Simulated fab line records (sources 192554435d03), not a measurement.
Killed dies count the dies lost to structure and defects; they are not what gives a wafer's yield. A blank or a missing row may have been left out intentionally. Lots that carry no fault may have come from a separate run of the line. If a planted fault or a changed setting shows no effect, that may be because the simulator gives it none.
Chamber matching    flow n5 finfet    N5_DUMMY_GATE_STRIP_40 on rie diel-06 has 4 sister chambers
The step strips in CF4. 14 wafers are shown with their chamber, then 7 later ones without.

WAFERS WITH THEIR CHAMBER
wafer   chamber  showerhead plenum p Torr (Torr)  drypump motor current A (A)  throttle valve pct (%)
L886.1  0        1.71                             6.5                          13.3
L886.4  3        1.67                             5.9                          13.2
L886.6  1        1.89                             6.5                          13.3
L888.2  1        1.89                             6.5                          13.3
L888.4  2        1.76                             5.6                          14.0
L888.6  0        1.71                             6.5                          13.3
L894.1  0        1.71                             6.5                          13.3
L894.2  3        1.66                             5.8                          13.3
L894.3  1        1.88                             6.5                          13.4
L897.2  1        1.88                             6.5                          13.3
L897.3  0        1.71                             6.5                          13.3
L897.5  0        1.71                             6.6                          13.3
L898.3  2        1.75                             5.6                          14.1
L898.4  1        1.88                             6.5                          13.3

SIGNATURES (means of the wafers above)
reading                   chamber 0  chamber 1  chamber 2  chamber 3  scatter within a chamber
showerhead plenum p Torr  1.7100     1.8840     1.7550     1.6650     0.00469
drypump motor current A   6.520      6.500      5.600      5.850      0.0361
throttle valve pct        13.300     13.320     14.050     13.250     0.0424
Rule: for each reading, subtract the chamber's mean from the wafer's reading, divide by that reading's scatter and square the result; add these up over the readings and take the root, which gives the wafer's distance from the chamber. The wafer belongs to the nearest chamber; if the next one is less than 2 further off, it can't be placed. The scatter: the root of (the sum of the squares of (reading less its chamber's mean) over the shown wafers, divided by (wafers less chambers)).

WAFERS WHOSE CHAMBER IS MISSING
wafer   showerhead plenum p Torr (Torr)  drypump motor current A (A)  throttle valve pct (%)
L898.6  1.88                             6.5                          13.4
L901.1  1.71                             6.5                          13.3
L901.2  1.75                             5.6                          14.1
L901.3  1.66                             5.8                          13.3
L903.2  1.88                             6.5                          13.4
L903.3  1.75                             5.6                          14.1
L903.5  1.88                             6.5                          13.4

WHICH CHAMBER EACH ONE RAN IN
wafer   from the rows above  in truth
L898.6  1                    1
L901.1  0                    0
L901.2  2                    2
L901.3  3                    3
L903.2  1                    1
L903.3  2                    2
L903.5  1                    1
Correctly placed: 7 of 7. Number that these rows cannot place: 0. Wrongly placed: 0.
